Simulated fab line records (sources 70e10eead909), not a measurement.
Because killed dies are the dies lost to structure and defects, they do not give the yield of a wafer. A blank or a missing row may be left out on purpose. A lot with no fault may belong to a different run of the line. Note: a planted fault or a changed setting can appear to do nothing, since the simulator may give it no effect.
Matching of chambers | flow nand_harc | 4 sister chambers for NHARC_A_M0_STRIP_18 on rie_diel-06
The step strips in N2/H2. 14 wafers are shown with their chamber, then 7 later ones without.

== WAFERS PAIRED WITH THEIR CHAMBERS ==
wafer  | chamber | drypump_motor_current_A (A) | showerhead_plenum_p_Torr (Torr) | oes_product_au (a.u.)
L776.2 | 2       | 5.0                         | 2.08                            | 1.006
L776.5 | 2       | 5.0                         | 2.08                            | 0.999
L776.6 | 1       | 6.4                         | 1.93                            | 1.001
L783.2 | 0       | 5.5                         | 1.91                            | 0.998
L783.4 | 3       | 5.5                         | 1.89                            | 0.985
L783.6 | 1       | 6.4                         | 1.92                            | 0.998
L787.2 | 3       | 5.5                         | 1.89                            | 0.993
L787.4 | 0       | 5.4                         | 1.91                            | 0.984
L787.5 | 0       | 5.5                         | 1.91                            | 0.991
L792.1 | 2       | 5.0                         | 2.08                            | 1.001
L792.3 | 3       | 5.5                         | 1.89                            | 0.996
L792.5 | 1       | 6.4                         | 1.92                            | 0.988
L793.1 | 2       | 5.0                         | 2.07                            | 1.000
L793.4 | 0       | 5.4                         | 1.91                            | 0.992

SIGNATURES (averages over the wafers above)
reading                  | chamber 0 | chamber 1 | chamber 2 | chamber 3 | scatter within a chamber
drypump_motor_current_A  | 5.450     | 6.400     | 5.000     | 5.500     | 0.0316
showerhead_plenum_p_Torr | 1.9100    | 1.9233    | 2.0775    | 1.8900    | 0.00376
oes_product_au           | 0.99125   | 0.99567   | 1.00150   | 0.99133   | 0.00534
Rule: distance of a wafer from a chamber = root of the sum over the readings of ((wafer's reading minus chamber's mean) / reading's scatter) squared. If the next closest chamber is less than 2 further off than the closest, the wafer can't be placed; otherwise it belongs to the closest. The scatter: take each reading less its chamber's mean, square it, sum over the shown wafers, divide by the number of wafers less the number of chambers, and take the root.

== WAFERS WITH NO CHAMBER GIVEN ==
wafer  | drypump_motor_current_A (A) | showerhead_plenum_p_Torr (Torr) | oes_product_au (a.u.)
L793.6 | 5.0                         | 2.08                            | 1.007
L795.3 | 5.0                         | 2.07                            | 1.004
L795.4 | 6.4                         | 1.92                            | 0.990
L795.6 | 5.0                         | 2.08                            | 1.011
L797.2 | 5.5                         | 1.91                            | 0.999
L797.3 | 6.4                         | 1.92                            | 0.997
L797.6 | 5.0                         | 2.07                            | 0.997

== WHICH CHAMBER EACH WENT THROUGH ==
wafer  | from the rows above | in truth
L793.6 | 2                   | 2
L795.3 | 2                   | 2
L795.4 | 1                   | 1
L795.6 | 2                   | 2
L797.2 | 0                   | 0
L797.3 | 1                   | 1
L797.6 | 2                   | 2
Correctly placed: 7 of 7. Left unplaced by these rows: 0. Number placed wrongly: 0.
